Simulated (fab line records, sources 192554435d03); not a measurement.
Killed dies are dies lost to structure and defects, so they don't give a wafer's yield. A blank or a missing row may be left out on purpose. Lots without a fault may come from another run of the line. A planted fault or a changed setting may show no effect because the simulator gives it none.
Chamber matching | flow n5_finfet | N5_BEOL_M10_ILD_DEP_00 on pecvd-02: 3 sister chambers
The step deposits SiCOH lowk from DEMS/porogen, target thk 308.51 nm, time 58 s. 16 wafers are shown with their chamber, then 8 later ones without.

WAFERS WITH THEIR CHAMBER
wafer  | chamber | heater_power_w (W) | throttle_valve_pct (%) | heater_power_outer_w (W)
L336.3 | 2       | 195                | 14.0                   | 72
L336.5 | 1       | 322                | 13.6                   | 138
L336.6 | 0       | 304                | 13.6                   | 159
L346.3 | 2       | 225                | 14.4                   | 95
L346.4 | 1       | 399                | 12.6                   | 204
L346.6 | 0       | 275                | 13.8                   | 134
L349.1 | 0       | 281                | 13.7                   | 148
L349.3 | 1       | 335                | 13.2                   | 151
L349.5 | 1       | 350                | 12.6                   | 160
L351.1 | 1       | 339                | 12.8                   | 154
L351.2 | 0       | 244                | 13.7                   | 114
L351.4 | 1       | 355                | 13.1                   | 162
L350.3 | 2       | 220                | 14.2                   | 91
L350.5 | 1       | 380                | 13.0                   | 184
L350.6 | 0       | 238                | 13.9                   | 109
L353.1 | 1       | 397                | 12.8                   | 199

SIGNATURES (means of the wafers above)
reading              | chamber 0 | chamber 1 | chamber 2 | scatter within a chamber
heater_power_w       | 268.40    | 359.62    | 213.33    | 26.9
throttle_valve_pct   | 13.740    | 12.963    | 14.200    | 0.268
heater_power_outer_w | 132.80    | 169.00    | 86.00     | 21.7
Rule: a wafer's distance from a chamber is the root of the sum, over the readings, of the square of ((its reading less the chamber's mean) divided by the reading's scatter). The wafer belongs to the nearest chamber; if the next one is less than 2 further off, it can't be placed. The scatter: the root of (the sum of the squares of (reading less its chamber's mean) over the shown wafers, divided by (wafers less chambers)).

WAFERS WITHOUT THEIR CHAMBER
wafer  | heater_power_w (W) | throttle_valve_pct (%) | heater_power_outer_w (W)
L353.2 | 222                | 14.1                   | 101
L353.6 | 407                | 12.6                   | 199
L354.1 | 236                | 14.2                   | 102
L354.3 | 250                | 13.6                   | 122
L354.6 | 254                | 13.5                   | 130
L355.1 | 396                | 13.0                   | 207
L355.3 | 243                | 14.1                   | 107
L355.4 | 307                | 13.7                   | 161

WHICH CHAMBER EACH WENT THROUGH
wafer  | from the rows above     | in truth
L353.2 | can't be placed: 2 or 0 | 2
L353.6 | 1                       | 1
L354.1 | can't be placed: 2 or 0 | 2
L354.3 | 0                       | 0
L354.6 | 0                       | 0
L355.1 | 1                       | 1
L355.3 | can't be placed: 2 or 0 | 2
L355.4 | can't be placed: 0 or 1 | 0
Placed correctly: 4 of 8. Can't be placed from these rows: 4 (the true chamber is among the candidates in 4). Placed wrongly: 0.
